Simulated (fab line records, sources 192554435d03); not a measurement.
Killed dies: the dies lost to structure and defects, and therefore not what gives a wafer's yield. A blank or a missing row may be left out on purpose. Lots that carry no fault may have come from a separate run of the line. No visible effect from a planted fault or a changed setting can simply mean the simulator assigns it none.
What tool caused it? / flow n5-finfet / 12 lots, 36 wafers sampled, at 3 steps of a route of 1938

== WHAT EACH GAUGE READ, for each wafer ==
N5_BEOL_M1_OVL_MEAS_12.
lot=L075; measured=day 6 17:52; on=overlay-01; M1_OVL (nm)=0.1 -0.8 0.9
lot=L077; measured=day 7 07:58; on=overlay-01; M1_OVL (nm)=-0.1 1.1 0.5
lot=L079; measured=day 7 15:29; on=overlay-01; M1_OVL (nm)=-0.6 -0.6 -1.2
lot=L081; measured=day 7 20:15; on=overlay-01; M1_OVL (nm)=0.1 0.3 0.8
lot=L083; measured=day 8 08:58; on=overlay-01; M1_OVL (nm)=1.1 0.8 1.4
lot=L085; measured=day 9 00:44; on=overlay-01; M1_OVL (nm)=0.1 1.7 2.1
lot=L087; measured=day 9 07:33; on=overlay-01; M1_OVL (nm)=-0.2 1.2 -0.5
lot=L089; measured=day 9 22:38; on=overlay-01; M1_OVL (nm)=0.1 0.0 -0.3
lot=L091; measured=day 10 10:19; on=overlay-01; M1_OVL (nm)=-0.4 -0.9 -1.1
lot=L093; measured=day 10 21:41; on=overlay-02; M1_OVL (nm)=0.0 -0.4 0.1
lot=L096; measured=day 11 14:17; on=overlay-02; M1_OVL (nm)=0.1 -0.3 -0.1
lot=L097; measured=day 11 17:31; on=overlay-02; M1_OVL (nm)=0.9 1.2 1.0

== WHICH TOOL RAN EACH LOT (tool, then ch and the chambers of the sampled wafers, then the start) ==
lot=L075; N5_BEOL_M0_SPUTTER_132=pvd-sputter-01, day 6 13:44; N5_BEOL_M0_ANNEAL_119=rtp-anneal-02 ch 0, day 6 14:20
lot=L077; N5_BEOL_M0_SPUTTER_132=pvd-sputter-03, day 7 03:07; N5_BEOL_M0_ANNEAL_119=rtp-anneal-01 ch 0, day 7 04:06
lot=L079; N5_BEOL_M0_SPUTTER_132=pvd-sputter-01, day 7 13:25; N5_BEOL_M0_ANNEAL_119=rtp-anneal-01 ch 0, day 7 13:51
lot=L081; N5_BEOL_M0_SPUTTER_132=pvd-sputter-02, day 7 17:43; N5_BEOL_M0_ANNEAL_119=rtp-anneal-02 ch 0, day 7 18:08
lot=L083; N5_BEOL_M0_SPUTTER_132=pvd-sputter-02, day 8 07:00; N5_BEOL_M0_ANNEAL_119=rtp-anneal-02 ch 0, day 8 07:31
lot=L085; N5_BEOL_M0_SPUTTER_132=pvd-sputter-03, day 8 20:52; N5_BEOL_M0_ANNEAL_119=rtp-anneal-02 ch 0, day 8 21:21
lot=L087; N5_BEOL_M0_SPUTTER_132=pvd-sputter-03, day 9 03:31; N5_BEOL_M0_ANNEAL_119=rtp-anneal-02 ch 0, day 9 04:04
lot=L089; N5_BEOL_M0_SPUTTER_132=pvd-sputter-02, day 9 19:48; N5_BEOL_M0_ANNEAL_119=rtp-anneal-02 ch 0, day 9 20:17
lot=L091; N5_BEOL_M0_SPUTTER_132=pvd-sputter-03, day 10 08:05; N5_BEOL_M0_ANNEAL_119=rtp-anneal-01 ch 0, day 10 08:40
lot=L093; N5_BEOL_M0_SPUTTER_132=pvd-sputter-02, day 10 18:44; N5_BEOL_M0_ANNEAL_119=rtp-anneal-02 ch 0, day 10 19:10
lot=L096; N5_BEOL_M0_SPUTTER_132=pvd-sputter-03, day 11 10:25; N5_BEOL_M0_ANNEAL_119=rtp-anneal-02 ch 0, day 11 11:02
lot=L097; N5_BEOL_M0_SPUTTER_132=pvd-sputter-03, day 11 15:10; N5_BEOL_M0_ANNEAL_119=rtp-anneal-02 ch 0, day 11 15:35
- N5_BEOL_M0_SPUTTER_132: material Cu, target thk 4 nm, time 7.37 s.
- N5_BEOL_M0_ANNEAL_119: time 90 s.

== THE ANSWER, worked out from the rows above alone ==
Rule: the usual values come from the lots themselves. Put in order of their means at a reading, lots are off if they are a third of the lots or fewer, leave a main group of 4 or more, and stand apart from it by a gap of 3 or more times the standard deviation of the main group's means; of several such gaps the widest counts. If all means in a main group match to the digits the tables above print for the reading, that group is not used. A lot without any number at a reading at which 4 lots or more have one is off too. Where the step has rows for the other lots, those lots are counted as sound.
No lot is off at any reading shown: from this, nothing can be told.

== WHAT THE SIMULATOR HAD INSERTED ==
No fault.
